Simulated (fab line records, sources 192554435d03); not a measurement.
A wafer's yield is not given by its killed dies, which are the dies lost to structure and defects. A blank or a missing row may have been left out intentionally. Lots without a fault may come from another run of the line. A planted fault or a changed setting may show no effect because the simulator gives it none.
Chamber matching ; flow n5Finfet ; 4 sister chambers for N5_MOL_CONTACT_COAG_ALD_20 on aldMetal-02
The step deposits TiN, target thk 1.5 nm, pulse time 1 s, purge time 3 s. 33 wafers are shown with their chamber, then 12 later ones without.

WAFERS PAIRED WITH THEIR CHAMBERS
wafer;chamber;heaterPowerW (W);precursorPulseHeightRel
L074.1;2;719;0.990
L074.3;0;756;1.014
L074.5;0;765;0.990
L075.1;0;760;1.010
L075.4;3;939;1.021
L075.6;0;766;1.015
L076.2;1;636;0.977
L076.3;3;924;1.005
L076.6;3;914;1.004
L077.2;2;684;1.010
L077.3;0;766;0.985
L077.4;1;636;0.978
L078.1;0;762;0.991
L078.3;1;643;1.013
L078.6;2;688;1.002
L079.2;0;738;0.997
L079.3;2;688;1.054
L079.5;0;756;0.985
L080.1;2;691;0.986
L080.3;3;921;1.023
L080.4;0;749;1.029
L081.1;0;774;1.001
L081.4;2;702;1.012
L081.6;3;922;1.040
L082.1;3;919;0.992
L082.3;1;635;0.983
L082.6;2;685;1.012
L083.1;1;634;1.059
L083.2;2;690;1.002
L083.3;3;918;0.949
L087.1;3;920;1.014
L087.4;1;645;0.994
L087.5;2;693;0.998

SIGNATURES (averages over the wafers above)
reading;chamber 0;chamber 1;chamber 2;chamber 3;scatter within a chamber
heaterPowerW;759.20;638.17;693.33;922.12;9.07
precursorPulseHeightRel;1.00170;1.00067;1.00733;1.00600;0.0229
Rule: distance of a wafer from a chamber = root of the sum over the readings of ((wafer's reading minus chamber's mean) / reading's scatter) squared. If the next closest chamber is less than 2 further off than the closest, the wafer can't be placed; otherwise it belongs to the closest. The scatter is the square root of a quotient: the sum, over the shown wafers, of each reading's squared deviation from its chamber's mean, divided by wafers minus chambers.

WAFERS WHOSE CHAMBER IS MISSING
wafer;heaterPowerW (W);precursorPulseHeightRel
L088.3;903;0.993
L088.5;713;0.989
L088.6;901;0.993
L092.2;685;1.042
L092.3;754;0.990
L092.6;639;1.012
L093.1;940;1.006
L093.3;647;1.014
L093.5;945;1.023
L094.3;708;1.002
L094.5;710;0.967
L094.6;759;1.005

WHICH CHAMBER EACH ONE RAN IN
wafer;from the rows above;in truth
L088.3;3;3
L088.5;2;2
L088.6;3;3
L092.2;2;2
L092.3;0;0
L092.6;1;1
L093.1;3;3
L093.3;1;1
L093.5;3;3
L094.3;2;2
L094.5;2;2
L094.6;0;0
Placed correctly: 12 of 12. Not placeable from these rows: 0. 0 placed wrongly.
